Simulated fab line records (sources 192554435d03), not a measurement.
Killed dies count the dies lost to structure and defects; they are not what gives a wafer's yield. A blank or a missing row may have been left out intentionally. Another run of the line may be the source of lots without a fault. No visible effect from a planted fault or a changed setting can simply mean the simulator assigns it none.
fab line records :: flow n5Finfet
record:
  lots: 5
  wafers: 15
  lastDay: 17
route steps=1938 shown BEOL_M4@1103 BEOL_M5@1112 PASSIVATION@1936
lots that met no fault: taken from a fault-free run of the same line
startH: start of the lot's first displayed wafer, in hours after the record's first day :: waitH: hours since the lot's step before :: " unchanged from the row above :: L1.1+2: a single row standing in for several wafers :: - value missing, or start not given :: * or withheld: withheld :: < > ~ a bound
route shown NAME@n: a module of which the file shows steps, and the number in the route of the first :: usual: mean/standard deviation of fault-free wafers :: same: alike in all rows :: chamber/n: place in a boat :: sites: the reading at each site :: _std_site: standard deviation across them :: _edge_site: the outer-site mean with the inner-site mean subtracted :: radiusMm: how far each site lies from the wafer's centre :: mask NAME#n: copy n :: behind: the tool/chamber that last shaped the wafer :: hold: why the lot was held/for how many hours/how that ended :: device: transistor that didn't switch, given as n, p or np :: end of line: the route-end tests of the same wafers :: a step with no rows: only its recipe :: killed: the dies lost at the first sort to structure and to defects; this is not the yield of the wafer :: map: a wafer's dies, marking killed ones x, the rest . and places with no die _
set.NAME: the run value of the setting; set.NAME@STEP: its run value at that earlier step :: model.NAME: the simulator's own value behind a step, which no gauge read
certain route steps with their lots: each step a table, each wafer a row
services: when a tool's chamber went out of use (startH, in hours from the record's first day, below 0 if earlier), for how many hours, and the reason
== steps ==
step: N5_BEOL_M4_CMP_52
recipe:
  stopOn: SiOC
  tOverpolishS: 6.8
  downForcePsi: 1
  platenRpm: 50
  clearingPlatenDownForcePsi: 1.5
  clearingPlatenRpm: 50
  postCmpClean: cuAlkaline
  targetThkNm: 40
  clearingPlatenPadVelocityMS: 0.99484
  padVelocityMS: 0.99484
step: N5_BEOL_M4_PRE_CLEAN_60
recipe:
  gas: NH3/H2
  timeS: 15
  tempC: *
  rfPowerW: 300
step: N5_BEOL_M4_CO_CAP_55
recipe:
  material: Co
  targetThkA: 20
  tempC: 200
  precursor: CCTBA/H2
  pressureTorr: 30
  timeS: 102.1
step: N5_BEOL_M4_PRE_CLEAN_56
recipe:
  gas: NH3
  timeS: 15
  tempC: withheld
  rfPowerW: 300
step: N5_BEOL_M4_DEP_57
recipe:
  material: SiCN
  targetThkA: 80
  tempC: withheld
  precursor: 3MS/NH3
  pressureTorr: 3
  rfW: 202
  timeS: 14
step: N5_BEOL_M5_ILD_DEP_00
recipe:
  material: SiCOH_lowk
  targetThkA: 1406.4
  tempC: 300
  precursor: DEMS/porogen
  pressureTorr: 5
  rfW: 500
  timeS: 25.9
step: N5_BEOL_M5_CURE_79
recipe:
  tempC: 385
  timeS: 240
  ambient: He/Ar
  material: SiCOH_lowk
step: N5_BEOL_M5_PECVD_70
recipe:
  material: SiO2
  targetThkA: 160
  tempC: 400
  precursor: TEOS/O2
  pressureTorr: 5.5
  rfW: 450
  teosFlowSccm: 53.8
  gas: O2
  flowSccm: 3000
  timeS: 18
usual:
  heaterPowerW: 746/83
  showerheadPlenumPTorr: 8.775/0.026
  susceptorTempC: 400.00/0.2
  throttleValvePct: 23.3/1.5
lot.wafer: L945.3
tool: pecvd-02
chamber: 0
startH: 181.07
waitH: 0.0
heaterPowerW: 693
showerheadPlenumPTorr: 8.762
susceptorTempC: 399.96
throttleValvePct: 25.5
model.SiO2_of_BEOL_M5_PECVD_70.thkNm: 15.6

lot.wafer: L945.4
tool: pecvd-02
chamber: 2
startH: 181.07
waitH: 0.0
heaterPowerW: 717
showerheadPlenumPTorr: 8.786
susceptorTempC: 400.11
throttleValvePct: 23.0
model.SiO2_of_BEOL_M5_PECVD_70.thkNm: 16

lot.wafer: L945.5
tool: pecvd-02
chamber: 0
startH: 181.07
waitH: 0.0
heaterPowerW: 719
showerheadPlenumPTorr: 8.789
susceptorTempC: 400.22
throttleValvePct: 25.7
model.SiO2_of_BEOL_M5_PECVD_70.thkNm: 15.8

lot.wafer: L950.1
tool: pecvd-02
chamber: 1
startH: 219.64
waitH: 0.1
heaterPowerW: 714
showerheadPlenumPTorr: 8.770
susceptorTempC: 394.80
throttleValvePct: 23.1
model.SiO2_of_BEOL_M5_PECVD_70.thkNm: 16

lot.wafer: L950.2
tool: pecvd-02
chamber: 0
startH: 219.64
waitH: 0.1
heaterPowerW: 709
showerheadPlenumPTorr: 8.781
susceptorTempC: 394.83
throttleValvePct: 25.4
model.SiO2_of_BEOL_M5_PECVD_70.thkNm: 16.2

lot.wafer: L950.4
tool: pecvd-02
chamber: 1
startH: 219.64
waitH: 0.1
heaterPowerW: 731
showerheadPlenumPTorr: 8.768
susceptorTempC: 394.85
throttleValvePct: 22.8
model.SiO2_of_BEOL_M5_PECVD_70.thkNm: 16.4

lot.wafer: L952.2
tool: pecvd-02
chamber: 0
startH: 227.77
waitH: 0.0
heaterPowerW: 715
showerheadPlenumPTorr: 8.784
susceptorTempC: 394.83
throttleValvePct: 25.6
model.SiO2_of_BEOL_M5_PECVD_70.thkNm: 16

lot.wafer: L952.4
tool: pecvd-02
chamber: 0
startH: 227.77
waitH: 0.0
heaterPowerW: 735
showerheadPlenumPTorr: 8.781
susceptorTempC: 394.72
throttleValvePct: 25.4
model.SiO2_of_BEOL_M5_PECVD_70.thkNm: 16.2

lot.wafer: L952.5
tool: pecvd-02
chamber: 1
startH: 227.77
waitH: 0.0
heaterPowerW: 871
showerheadPlenumPTorr: 8.752
susceptorTempC: 394.76
throttleValvePct: 23.0
model.SiO2_of_BEOL_M5_PECVD_70.thkNm: 16.6

lot.wafer: L953.3
tool: pecvd-02
chamber: 0
startH: 236.99
waitH: 0.0
heaterPowerW: 684
showerheadPlenumPTorr: 8.784
susceptorTempC: 395.16
throttleValvePct: 25.6
model.SiO2_of_BEOL_M5_PECVD_70.thkNm: 16.2

lot.wafer: L953.4
tool: pecvd-02
chamber: 0
startH: 236.99
waitH: 0.0
heaterPowerW: 703
showerheadPlenumPTorr: 8.778
susceptorTempC: 394.94
throttleValvePct: 25.6
model.SiO2_of_BEOL_M5_PECVD_70.thkNm: 16.4

lot.wafer: L953.6
tool: pecvd-02
chamber: 2
startH: 236.99
waitH: 0.0
heaterPowerW: 824
showerheadPlenumPTorr: 8.829
susceptorTempC: 395.10
throttleValvePct: 23.1
model.SiO2_of_BEOL_M5_PECVD_70.thkNm: 16.6

lot.wafer: L963.1
tool: pecvd-02
chamber: 0
startH: 304.42
waitH: 0.0
heaterPowerW: 726
showerheadPlenumPTorr: 8.785
susceptorTempC: 400.10
throttleValvePct: 25.7
model.SiO2_of_BEOL_M5_PECVD_70.thkNm: 15.2

lot.wafer: L963.2
tool: pecvd-02
chamber: 1
startH: 304.42
waitH: 0.0
heaterPowerW: 859
showerheadPlenumPTorr: 8.761
susceptorTempC: 400.14
throttleValvePct: 22.7
model.SiO2_of_BEOL_M5_PECVD_70.thkNm: 15.4

lot.wafer: L963.4
tool: pecvd-02
chamber: 1
startH: 304.42
waitH: 0.0
heaterPowerW: 886
showerheadPlenumPTorr: 8.772
susceptorTempC: 400.21
throttleValvePct: 22.9
model.SiO2_of_BEOL_M5_PECVD_70.thkNm: 15.6
step: N5_BEOL_M5_HM_DEP_02
recipe:
  material: TiN
  targetThkA: 200
  tempC: 25
  chamberPressurePa: 0.49996
step: N5_BEOL_M5_COAT_59
recipe:
  resist: SOC
  tempC: 250
  timeS: 60
  spinRpm: 1500
  resistThkNm: 60
step: N5_BEOL_M5_COAT_60
recipe:
  resist: SiARC
  tempC: 220
  timeS: 60
  spinRpm: 1500
  resistThkNm: 12
step: N5_BEOL_M5_COAT_71
recipe:
  resist: underlayer
  tempC: 205
  timeS: 60
  spinRpm: 1500
  resistThkNm: 5
step: N5_BEOL_M5_COAT_05
recipe:
  resist: CAR-EUV
  spinRpm: 1500
  resistThkNm: 30
step: N5_BEOL_M5_EBR_07
recipe:
  solvent: PGMEA
  ebrWidthMm: 1.5
step: N5_BEOL_M5_SOFTBAKE_06
recipe:
  tempC: 110
  timeS: 60
  resist: CAR-EUV
step: N5_BEOL_M5_EXPOSE_08
recipe:
  maskId: M5
  na: 0.33
  sourceShape: annular
  sigmaInner: 0.4
  sigmaOuter: 0.8
  polarization: unpolarized
  targetCdNm: 28
  doseMj: 35.75
step: N5_BEOL_M5_PEB_09
recipe:
  pebTempC: 100
  pebTimeS: 60
  resist: CAR-EUV
step: N5_BEOL_M5_DEVELOP_10
recipe:
  developTimeS: 30
  developer: TMAH
  resist: CAR-EUV
  rinseLiquid: surfactantRinse
  dry: airSpin
  devTempC: 23
step: N5_BEOL_M5_DESCUM_16
recipe:
  chemistry: O2
  timeS: 7
  sourcePowerW: 50
  biasPowerW: 20
  pressureMtorr: 20
  rfFrequencyHz: 2.712e+07
  tempC: 40
  resist: CAR-EUV
  o2FlowSccm: 225
step: N5_BEOL_M5_ETCH_72
recipe:
  chemistry: N2/H2
  target: underlayer
  targetDepthA: 65
  maskMaterial: CAR-EUV
  timeS: 5.2
  ionEnergyEv: 200
  pressureMtorr: 30
  sourceW: 840
  biasW: 150
  n2FlowSccm: 200
  h2FlowSccm: 200
  ends: cleared
step: N5_BEOL_M5_ETCH_61
recipe:
  chemistry: CF4
  target: SiARC
  targetDepthA: 156
  maskMaterial: CAR-EUV
  timeS: 26
  ionEnergyEv: 80
  pressureMtorr: 40
  sourceW: 545
  biasW: 36
  Ar_flow_sccm: 100
  cf4FlowSccm: 100
  ends: cleared
step: N5_BEOL_M5_ETCH_62
recipe:
  chemistry: N2/H2
  target: SOC
  targetDepthA: 750
  overetchA: 150
  maskMaterial: SiARC
  tempC: 40
  timeS: 112.5
  ionEnergyEv: 200
  pressureMtorr: 30
  sourceW: 840
  biasW: 150
  n2FlowSccm: 200
  h2FlowSccm: 200
step: N5_BEOL_M5_STRIP_63
recipe:
  chemistry: N2/H2
  tempC: 40
  n2FlowSccm: 200
  h2FlowSccm: 200
  rfFrequencyHz: 6e+07
step: N5_BEOL_M5_STRIP_73
recipe:
  chemistry: N2/H2
  tempC: 40
  n2FlowSccm: 200
  h2FlowSccm: 200
  rfFrequencyHz: 6e+07
step: N5_BEOL_M5_STRIP_64
recipe:
  chemistry: CF4
  resist: SiARC
  powerW: 300
  biasPowerW: 75
  pressureMtorr: 50
  cf4FlowSccm: 150
  rfFrequencyHz: 6e+07
step: N5_BEOL_M5_HM_OPEN_17
recipe:
  chemistry: Cl2/BCl3
  targetDepthA: 200
  overetchA: 60
  target: TiN
  maskMaterial: SOC
  ionEnergyEv: 150
  pressureMtorr: 10
  icpW: 1000
  biasW: 126
  Cl2_flow_sccm: 53.25
  bcl3FlowSccm: 21.75
  Ar_flow_sccm: 25
step: N5_BEOL_M5_STRIP_19
recipe:
  chemistry: O2
  powerW: 400
  tempC: 40
  pressureMtorr: 30
  rfFrequencyHz: 6e+07
  biasPowerW: 0
  overashFraction: 0.2
  o2FlowSccm: 225
step: N5_BEOL_M5_COAT_65
recipe:
  resist: SOC
  tempC: 250
  timeS: 60
  spinRpm: 1500
  resistThkNm: 60
step: N5_BEOL_M5_COAT_66
recipe:
  resist: SiARC
  tempC: 220
  timeS: 60
  spinRpm: 1500
  resistThkNm: 12
step: N5_BEOL_M5_COAT_74
recipe:
  resist: underlayer
  tempC: 205
  timeS: 60
  spinRpm: 1500
  resistThkNm: 5
step: N5_BEOL_M5_COAT_22
recipe:
  resist: CAR-EUV
  spinRpm: 1500
  resistThkNm: 30
step: N5_BEOL_M5_EBR_24
recipe:
  solvent: PGMEA
  ebrWidthMm: 1.5
step: N5_BEOL_M5_SOFTBAKE_23
recipe:
  tempC: 110
  timeS: 60
  resist: CAR-EUV
step: N5_BEOL_M5_HM_STRIP_39
recipe:
  chemistry: peroxideTinStrip
  material: TiN
  targetDepthA: 250
  tempC: 50
  timeS: 158
lot.wafer: L945.3+5
tool: wetBench-03
chamber: 1,5
startH: 186.06
waitH: 0.0
model.SiO2_of_BEOL_M5_PECVD_70.thkNm: 15.6

lot.wafer: L945.4
tool: wetBench-03
chamber: 6
startH: 186.06
waitH: 0.0
model.SiO2_of_BEOL_M5_PECVD_70.thkNm: 15.8

lot.wafer: L950.1
tool: wetBench-03
chamber: 2
startH: 222.75
waitH: 0.0
model.SiO2_of_BEOL_M5_PECVD_70.thkNm: 15.8

lot.wafer: L950.2
tool: wetBench-03
chamber: 0
startH: 222.75
waitH: 0.0
model.SiO2_of_BEOL_M5_PECVD_70.thkNm: 16

lot.wafer: L950.4
tool: wetBench-03
chamber: 1
startH: 222.75
waitH: 0.0
model.SiO2_of_BEOL_M5_PECVD_70.thkNm: 16.2

lot.wafer: L952.2
tool: wetBench-01
chamber: 5
startH: 233.50
waitH: 0.0
model.SiO2_of_BEOL_M5_PECVD_70.thkNm: 15.8

lot.wafer: L952.4
tool: wetBench-01
chamber: 7
startH: 233.50
waitH: 0.0
model.SiO2_of_BEOL_M5_PECVD_70.thkNm: 16

lot.wafer: L952.5
tool: wetBench-01
chamber: 1
startH: 233.50
waitH: 0.0
model.SiO2_of_BEOL_M5_PECVD_70.thkNm: 16.4

lot.wafer: L953.3
tool: wetBench-03
chamber: 5
startH: 240.13
waitH: 0.0
model.SiO2_of_BEOL_M5_PECVD_70.thkNm: 16

lot.wafer: L953.4
tool: wetBench-03
chamber: 2
startH: 240.13
waitH: 0.0
model.SiO2_of_BEOL_M5_PECVD_70.thkNm: 16.2

lot.wafer: L953.6
tool: wetBench-03
chamber: 3
startH: 240.13
waitH: 0.0
model.SiO2_of_BEOL_M5_PECVD_70.thkNm: 16.4

lot.wafer: L963.1+2
tool: wetBench-03
chamber: 7,0
startH: 307.39
waitH: 0.0
model.SiO2_of_BEOL_M5_PECVD_70.thkNm: 15.2

lot.wafer: L963.4
tool: wetBench-03
chamber: 5
startH: 307.39
waitH: 0.0
model.SiO2_of_BEOL_M5_PECVD_70.thkNm: 15.6
step: N5_PASSIVATION_PROBE_49
usual:
  defectLimitedYield: 91.1/1.5
  killed_at_M0_to_M3: 35/11
  killed_at_M4_up: 13/5.7
  killedAtContacts: 12/5.7
  killedAtFrontEnd: 40/11
  killedAtOther: 4/4.4
  killedDies: 105/18
  killedOpen: 68/14
  killedShort: 34/7.4
  sort_bin_5_function: 5.2/1
  sort_bin_6_memory: 3.3/0.67
  sortNPass: 1074/18
  sortYieldPct: 91.0/1.5
same:
  grossDies: 1180
  killedAtBackSide: 0
  sort_bin_4_leakage[%]: 0
  sort_bin_8_speed[%]: 0
lot.wafer: L945.3
tool: prober-01
chamber: -
startH: 282.24
waitH: 0.1
defectLimitedYield[%]: 91.4
killed_at_M0_to_M3: 31
killed_at_M4_up: 14
killedAtContacts: 15
killedAtFrontEnd: 42
killedAtOther: 0
killedDies: 102
killedOpen: 70
killedShort: 31
sort_bin_5_function[%]: 5.7
sort_bin_6_memory[%]: 2.7
sortNPass: 1078
sortYieldPct[%]: 91.4

lot.wafer: L945.4
tool: prober-01
chamber: -
startH: 282.29
waitH: 0.2
defectLimitedYield[%]: 90.3
killed_at_M0_to_M3: 34
killed_at_M4_up: 15
killedAtContacts: 18
killedAtFrontEnd: 38
killedAtOther: 9
killedDies: 114
killedOpen: 77
killedShort: 29
sort_bin_5_function[%]: 6.1
sort_bin_6_memory[%]: 3.5
sortNPass: 1066
sortYieldPct[%]: 90.3

lot.wafer: L945.5
tool: prober-01
chamber: -
startH: 282.34
waitH: 0.2
defectLimitedYield[%]: 90.4
killed_at_M0_to_M3: 25
killed_at_M4_up: 15
killedAtContacts: 14
killedAtFrontEnd: 56
killedAtOther: 3
killedDies: 113
killedOpen: 71
killedShort: 36
sort_bin_5_function[%]: 5.6
sort_bin_6_memory[%]: 3.6
sortNPass: 1067
sortYieldPct[%]: 90.4

lot.wafer: L950.1
tool: prober-02
chamber: -
startH: 319.57
waitH: 0.0
defectLimitedYield[%]: 92.7
killed_at_M0_to_M3: 29
killed_at_M4_up: 11
killedAtContacts: 4
killedAtFrontEnd: 41
killedAtOther: 1
killedDies: 86
killedOpen: 57
killedShort: 26
sort_bin_5_function[%]: 4.7
sort_bin_6_memory[%]: 2.5
sortNPass: 1094
sortYieldPct[%]: 92.7

lot.wafer: L950.2
tool: prober-02
chamber: -
startH: 319.62
waitH: 0.1
defectLimitedYield[%]: 91.4
killed_at_M0_to_M3: 20
killed_at_M4_up: 18
killedAtContacts: 8
killedAtFrontEnd: 39
killedAtOther: 17
killedDies: 102
killedOpen: 62
killedShort: 24
sort_bin_5_function[%]: 5.6
sort_bin_6_memory[%]: 2.8
sortNPass: 1078
sortYieldPct[%]: 91.4

lot.wafer: L950.4
tool: prober-02
chamber: -
startH: 319.72
waitH: 0.2
defectLimitedYield[%]: 69.2
killed_at_M0_to_M3: 23
killed_at_M4_up: 8
killedAtContacts: 17
killedAtFrontEnd: 33
killedAtOther: 283
killedDies: 364
killedOpen: 58
killedShort: 22
sort_bin_5_function[%]: 27.7
sort_bin_6_memory[%]: 2.9
sortNPass: 816
sortYieldPct[%]: 69.2

lot.wafer: L953.3
tool: prober-01
chamber: -
startH: 327.58
waitH: 0.1
defectLimitedYield[%]: 92.7
killed_at_M0_to_M3: 35
killed_at_M4_up: 7
killedAtContacts: 8
killedAtFrontEnd: 34
killedAtOther: 2
killedDies: 86
killedOpen: 61
killedShort: 25
sort_bin_5_function[%]: 4.0
sort_bin_6_memory[%]: 3.1
sortNPass: 1094
sortYieldPct[%]: 92.7

lot.wafer: L953.4
tool: prober-01
chamber: -
startH: 327.63
waitH: 0.2
defectLimitedYield[%]: 92.6
killed_at_M0_to_M3: 34
killed_at_M4_up: 4
killedAtContacts: 6
killedAtFrontEnd: 42
killedAtOther: 1
killedDies: 87
killedOpen: 51
killedShort: 33
sort_bin_5_function[%]: 3.9
sort_bin_6_memory[%]: 3.1
sortNPass: 1093
sortYieldPct[%]: 92.6

lot.wafer: L953.6
tool: prober-01
chamber: -
startH: 327.73
waitH: 0.3
defectLimitedYield[%]: 92.6
killed_at_M0_to_M3: 27
killed_at_M4_up: 21
killedAtContacts: 13
killedAtFrontEnd: 23
killedAtOther: 3
killedDies: 87
killedOpen: 61
killedShort: 23
sort_bin_5_function[%]: 3.8
sort_bin_6_memory[%]: 3.4
sortNPass: 1093
sortYieldPct[%]: 92.6

lot.wafer: L952.2
tool: prober-02
chamber: -
startH: 332.80
waitH: 0.1
defectLimitedYield[%]: 93.0
killed_at_M0_to_M3: 20
killed_at_M4_up: 12
killedAtContacts: 5
killedAtFrontEnd: 42
killedAtOther: 4
killedDies: 83
killedOpen: 47
killedShort: 22
sort_bin_5_function[%]: 3.6
sort_bin_6_memory[%]: 2.3
sortNPass: 1097
sortYieldPct[%]: 93.0

lot.wafer: L952.4
tool: prober-02
chamber: -
startH: 332.90
waitH: 0.2
defectLimitedYield[%]: 91.1
killed_at_M0_to_M3: 23
killed_at_M4_up: 15
killedAtContacts: 17
killedAtFrontEnd: 43
killedAtOther: 7
killedDies: 105
killedOpen: 59
killedShort: 40
sort_bin_5_function[%]: 5.5
sort_bin_6_memory[%]: 3.0
sortNPass: 1075
sortYieldPct[%]: 91.1

lot.wafer: L952.5
tool: prober-02
chamber: -
startH: 332.95
waitH: 0.2
defectLimitedYield[%]: 93.4
killed_at_M0_to_M3: 19
killed_at_M4_up: 12
killedAtContacts: 8
killedAtFrontEnd: 31
killedAtOther: 8
killedDies: 78
killedOpen: 49
killedShort: 22
sort_bin_5_function[%]: 4.7
sort_bin_6_memory[%]: 1.7
sortNPass: 1102
sortYieldPct[%]: 93.4

lot.wafer: L963.1
tool: prober-01
chamber: -
startH: 401.50
waitH: 0.0
defectLimitedYield[%]: 92.3
killed_at_M0_to_M3: 21
killed_at_M4_up: 10
killedAtContacts: 14
killedAtFrontEnd: 42
killedAtOther: 4
killedDies: 91
killedOpen: 60
killedShort: 29
sort_bin_5_function[%]: 3.4
sort_bin_6_memory[%]: 4.0
sortNPass: 1089
sortYieldPct[%]: 92.3

lot.wafer: L963.2
tool: prober-01
chamber: -
startH: 401.55
waitH: 0.1
defectLimitedYield[%]: 92.9
killed_at_M0_to_M3: 39
killed_at_M4_up: 12
killedAtContacts: 7
killedAtFrontEnd: 22
killedAtOther: 4
killedDies: 84
killedOpen: 52
killedShort: 30
sort_bin_5_function[%]: 4.3
sort_bin_6_memory[%]: 2.5
sortNPass: 1096
sortYieldPct[%]: 92.9

lot.wafer: L963.4
tool: prober-01
chamber: -
startH: 401.65
waitH: 0.2
defectLimitedYield[%]: 93.2
killed_at_M0_to_M3: 36
killed_at_M4_up: 16
killedAtContacts: 7
killedAtFrontEnd: 20
killedAtOther: 1
killedDies: 80
killedOpen: 46
killedShort: 32
sort_bin_5_function[%]: 3.7
sort_bin_6_memory[%]: 2.8
sortNPass: 1100
sortYieldPct[%]: 93.2
killed by level:class
L945.3 STI_FIN_REVEAL:geometricParticle:open=15 MOL_CONTACT_COAG:geometricParticle:open=13 DUMMY_GATE:geometricParticle:open=7 BEOL_M0_SAQP:geometricParticle:open=6 BEOL_M1:geometricParticle:open=6 STARTING-WAFER:geometricParticle:short=6 BEOL_M0_SAQP:geometricParticle:short=5 BEOL_M2:geometricParticle:open=5
L945.4 MOL_CONTACT_COAG:geometricParticle:open=15 BEOL_M0_SAQP:geometricParticle:open=10 MIM_TOP_ETCH:areaEtch=8 FIN_SAQP:geometricParticle:open=7 STI_FIN_REVEAL:geometricParticle:open=7 BEOL_M4:geometricParticle:open=7 FIN_SAQP:geometricParticle:short=6 BEOL_M3:geometricParticle:open=6
L945.5 STI_FIN_REVEAL:geometricParticle:open=15 MOL_CONTACT_COAG:geometricParticle:open=10 FIN_SAQP:geometricParticle:open=9 FIN_SAQP:geometricParticle:short=7 STI_FIN_REVEAL:geometricParticle:short=6 DUMMY_GATE:geometricParticle:open=6 BEOL_M3:geometricParticle:open=6 BEOL_M1:geometricParticle:open=5
L950.1 FIN_SAQP:geometricParticle:open=13 BEOL_M0_SAQP:geometricParticle:open=9 BEOL_M0_SAQP:geometricParticle:short=8 FIN_SAQP:geometricParticle:short=6 STI_FIN_REVEAL:geometricParticle:open=6 BEOL_M3:geometricParticle:open=5 BEOL_M5:geometricParticle:open=5 BEOL_M2:geometricParticle:open=4
L950.2 STI_FIN_REVEAL:geometricParticle:open=19 PASSIVATION:areaEtch=16 BEOL_M4:geometricParticle:open=8 MOL_CONTACT_COAG:geometricParticle:open=5 BEOL_M2:geometricParticle:open=5 FIN_SAQP:geometricParticle:open=4 STI_FIN_REVEAL:geometricParticle:short=4 GATE_CUT:geometricParticle:open=4
L950.4 PASSIVATION:areaEtch=282 MOL_CONTACT_COAG:geometricParticle:open=15 FIN_SAQP:geometricParticle:open=9 STI_FIN_REVEAL:geometricParticle:open=7 BEOL_M0_SAQP:geometricParticle:open=7 BEOL_M0_SAQP:geometricParticle:short=5 BEOL_M3:geometricParticle:open=4 STI_FIN_REVEAL:geometricParticle:short=3
L953.3 FIN_SAQP:geometricParticle:open=9 BEOL_M0_SAQP:geometricParticle:open=9 BEOL_M0_SAQP:geometricParticle:short=7 STI_FIN_REVEAL:geometricParticle:open=6 MOL_CONTACT_COAG:geometricParticle:open=6 BEOL_M2:geometricParticle:open=6 BEOL_M1:geometricParticle:open=5 FIN_SAQP:geometricParticle:short=4
L953.4 FIN_SAQP:geometricParticle:open=12 BEOL_M1:geometricParticle:open=11 BEOL_M0_SAQP:geometricParticle:short=8 BEOL_M0_SAQP:geometricParticle:open=6 GATE_CUT:geometricParticle:short=5 FIN_SAQP:geometricParticle:short=4 MOL_CONTACT_COAG:geometricParticle:open=4 STI_FIN_REVEAL:geometricParticle:open=3
L953.6 BEOL_M0_SAQP:geometricParticle:open=12 BEOL_M4:geometricParticle:open=12 MOL_CONTACT_COAG:geometricParticle:open=9 FIN_SAQP:geometricParticle:open=6 BEOL_M0_SAQP:geometricParticle:short=5 MOL_CONTACT_COAG:geometricParticle:short=4 BEOL_M1:geometricParticle:open=4 STARTING-WAFER:geometricParticle:short=3
L952.2 HKMG_FIN:areaEtch=11 BEOL_M2:geometricParticle:open=9 FIN_SAQP:geometricParticle:open=8 BEOL_M4:geometricParticle:open=7 STI_FIN_REVEAL:geometricParticle:open=5 ILD0:geometricParticle:short=4 GATE_CUT:geometricParticle:short=4 BEOL_M0_SAQP:geometricParticle:open=4
L952.4 DUMMY_GATE:geometricParticle:open=11 MOL_CONTACT_COAG:geometricParticle:open=11 FIN_SAQP:geometricParticle:open=9 BEOL_M0_SAQP:geometricParticle:short=9 BEOL_M0_SAQP:geometricParticle:open=7 BEOL_M4:geometricParticle:open=7 MOL_CONTACT_COAG:geometricParticle:short=6 ILD0:geometricParticle:short=5
L952.5 STI_FIN_REVEAL:geometricParticle:open=10 MOL_CONTACT_COAG:geometricParticle:open=7 FIN_SAQP:geometricParticle:open=6 BEOL_M0_SAQP:geometricParticle:open=6 MIM_TOP_ETCH:areaEtch=6 BEOL_M4:geometricParticle:open=5 BEOL_M0_SAQP:geometricParticle:short=4 FIN_SAQP:geometricParticle:short=3
L963.1 DUMMY_GATE:geometricParticle:open=11 MOL_CONTACT_COAG:geometricParticle:open=11 FIN_SAQP:geometricParticle:short=5 GATE_CUT:geometricParticle:short=5 STI_FIN_REVEAL:geometricParticle:open=4 DUMMY_GATE:geometricParticle:short=4 GATE_CUT:geometricParticle:open=4 BEOL_M0_SAQP:geometricParticle:open=4
L963.2 STI_FIN_REVEAL:geometricParticle:open=9 BEOL_M0_SAQP:geometricParticle:short=6 BEOL_M1:geometricParticle:open=6 BEOL_M2:geometricParticle:open=6 BEOL_M3:geometricParticle:open=6 MOL_CONTACT_COAG:geometricParticle:open=4 BEOL_M0:geometricParticle:short=4 BEOL_M0:geometricParticle:open=3
L963.4 BEOL_M2:geometricParticle:open=14 GATE_CUT:geometricParticle:short=6 MOL_CONTACT_COAG:geometricParticle:open=6 BEOL_M0:geometricParticle:short=6 BEOL_M4:geometricParticle:short=5 STI_FIN_REVEAL:geometricParticle:open=4 BEOL_M0_SAQP:geometricParticle:short=3 BEOL_M0_SAQP:geometricParticle:open=3
== services ==
tool: wetBench-01
chamber: -
startH: 179.80
hours: 3.1
kind: repair

tool: pecvd-02
chamber: -
startH: 217.23
hours: 0.5
kind: repair

tool: pecvd-02
chamber: 0
startH: 284.96
hours: 2.1
kind: scheduledDown
== key ==
firstSign:
  step: N5_BEOL_M5_PECVD_70
  reading: susceptorTempC
  direction: down
  sigmas: 25
  usual: *
  struck: *
effect none on later readings
modelEffect:
  step: N5_BEOL_M5_PECVD_70
  value: SiO2_of_BEOL_M5_PECVD_70.thkNm
  without: 15.69
  struck: 16.29
modelEffect:
  step: N5_BEOL_M5_HM_STRIP_39
  value: SiO2_of_BEOL_M5_PECVD_70.thkNm
  without: 15.53
  struck: 16.09
metAt N5_BEOL_M5_PECVD_70
struckWafers L950.1,L950.2,L950.4,L952.2,L952.4,L952.5,L953.3,L953.4,L953.6
baselineLoss:
  step: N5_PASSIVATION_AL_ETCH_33
  wafers: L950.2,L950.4
baselineLoss:
  step: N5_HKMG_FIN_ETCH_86
  wafers: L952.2
onsetBetween 181.07 219.64
fault:
  kind: processParameterDrift
  tool: pecvd-02
  chamber: -
  onsetH: 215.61
  steps: N5_BEOL_M5_PECVD_70
  channel: tempC
  offset: *
  shape: step
  endH: 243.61
  actsIn: *
  stated: *
baselineLoss: these wafers lose ten dies or more at that step, a loss of the line's own and not of a fault; the sort's usual values leave them out
